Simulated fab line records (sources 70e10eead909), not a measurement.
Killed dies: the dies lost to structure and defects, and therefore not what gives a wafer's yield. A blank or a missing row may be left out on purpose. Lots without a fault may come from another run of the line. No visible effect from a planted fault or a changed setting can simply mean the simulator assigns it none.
What tool caused it? / flow nand harc / 12 lots, 36 wafers sampled, at 4 steps of a route of 1302

## WHAT THE GAUGES SHOWED, per wafer
NHARC_P_M1_INSPECT_27.
lot=L075; measured=day 6 14:50; on=defect inspect-01; raw defect count=282 407 250
lot=L077; measured=day 7 12:25; on=defect inspect-01; raw defect count=238 189 358
lot=L079; measured=day 8 07:25; on=defect inspect-01; raw defect count=402 303 317
lot=L081; measured=day 9 11:26; on=defect inspect-01; raw defect count=360 199 262
lot=L083; measured=day 10 15:37; on=defect inspect-01; raw defect count=464 418 330
lot=L085; measured=day 10 22:01; on=defect inspect-01; raw defect count=151 367 256
lot=L088; measured=day 12 06:52; on=defect inspect-01; raw defect count=290 321 422
lot=L089; measured=day 12 12:23; on=defect inspect-01; raw defect count=233 409 222
lot=L091; measured=day 13 05:55; on=defect inspect-01; raw defect count=313 646 280
lot=L093; measured=day 14 04:16; on=defect inspect-01; raw defect count=191 254 267
lot=L095; measured=day 15 05:28; on=defect inspect-01; raw defect count=264 508 367
lot=L097; measured=day 15 18:59; on=defect inspect-01; raw defect count=274 413 176

## WHAT TOOL EACH LOT RAN ON (gives the tool, then ch and the chambers of the sampled wafers, and finally the start)
lot=L075; NHARC_P_GATE_DEP_103=pecvd-03 ch 0,1,2, day 5 07:05; NHARC_P_GATE_STRIP_112=plasma asher-02 ch 0,1, day 5 22:05; NHARC_P_M1_DEGAS_29=pvd sputter-02, day 6 13:16
lot=L077; NHARC_P_GATE_DEP_103=pecvd-02 ch 0,1,2, day 6 04:50; NHARC_P_GATE_STRIP_112=plasma asher-01 ch 0,1, day 6 19:29; NHARC_P_M1_DEGAS_29=pvd sputter-01, day 7 10:51
lot=L079; NHARC_P_GATE_DEP_103=pecvd-03 ch 0,2, day 6 23:01; NHARC_P_GATE_STRIP_112=plasma asher-01 ch 0,1, day 7 14:21; NHARC_P_M1_DEGAS_29=pvd sputter-02, day 8 05:52
lot=L081; NHARC_P_GATE_DEP_103=pecvd-01 ch 1,2, day 8 03:42; NHARC_P_GATE_STRIP_112=plasma asher-01 ch 0,1, day 8 18:34; NHARC_P_M1_DEGAS_29=pvd sputter-02, day 9 09:53
lot=L083; NHARC_P_GATE_DEP_103=pecvd-02 ch 0,1, day 9 08:04; NHARC_P_GATE_STRIP_112=plasma asher-02 ch 0,1, day 9 22:56; NHARC_P_M1_DEGAS_29=pvd sputter-03, day 10 14:03
lot=L085; NHARC_P_GATE_DEP_103=pecvd-02 ch 0,1,2, day 9 14:15; NHARC_P_GATE_STRIP_112=plasma asher-01 ch 0,1, day 10 05:15; NHARC_P_M1_DEGAS_29=pvd sputter-01, day 10 20:28
lot=L088; NHARC_P_GATE_DEP_103=pecvd-01 ch 0,2, day 10 23:10; NHARC_P_GATE_STRIP_112=plasma asher-01 ch 0,1, day 11 14:04; NHARC_P_M1_DEGAS_29=pvd sputter-01, day 12 05:18
lot=L089; NHARC_P_GATE_DEP_103=pecvd-02 ch 0,2, day 11 03:19; NHARC_P_GATE_STRIP_112=plasma asher-01 ch 0,1, day 11 19:16; NHARC_P_M1_DEGAS_29=pvd sputter-01, day 12 10:48
lot=L091; NHARC_P_GATE_DEP_103=pecvd-03 ch 1,2, day 11 21:09; NHARC_P_GATE_STRIP_112=plasma asher-02 ch 0,1, day 12 12:01; NHARC_P_M1_DEGAS_29=pvd sputter-02, day 13 04:21
lot=L093; NHARC_P_GATE_DEP_103=pecvd-01 ch 0,2, day 12 20:12; NHARC_P_GATE_STRIP_112=plasma asher-01 ch 0,1, day 13 11:22; NHARC_P_M1_DEGAS_29=pvd sputter-01, day 14 02:40
lot=L095; NHARC_P_GATE_DEP_103=pecvd-01 ch 0,1, day 13 21:52; NHARC_P_GATE_STRIP_112=plasma asher-01 ch 0,1, day 14 12:33; NHARC_P_M1_DEGAS_29=pvd sputter-02, day 15 03:56
lot=L097; NHARC_P_GATE_DEP_103=pecvd-02 ch 1,2, day 14 10:53; NHARC_P_GATE_STRIP_112=plasma asher-02 ch 0,1, day 15 01:40; NHARC_P_M1_DEGAS_29=pvd sputter-02, day 15 17:22
- NHARC_P_GATE_DEP_103: deposits SiON, target thk 30 nm.
- NHARC_P_GATE_STRIP_112: strips in N2/H2, time 200 s.
- NHARC_P_M1_DEGAS_29: time 60 s.

## THE ANSWER, worked out from the rows above alone
Rule: the lots themselves supply what counts as usual. The widest of any qualifying gaps counts: lots, ordered by their means at a reading, are off when they make up no more than a third of the lots, leave a main group of 4 or more, and stand apart from it by 3 or more times the standard deviation of that group's means. If all means in a main group match to the digits the tables above print for the reading, that group is not used. A lot without any number at a reading at which 4 lots or more have one is off too. All remaining lots with rows at the step are treated as sound.
Nothing can be told from this: no lot is off at any reading shown.

## WHAT THE SIMULATOR PUT IN
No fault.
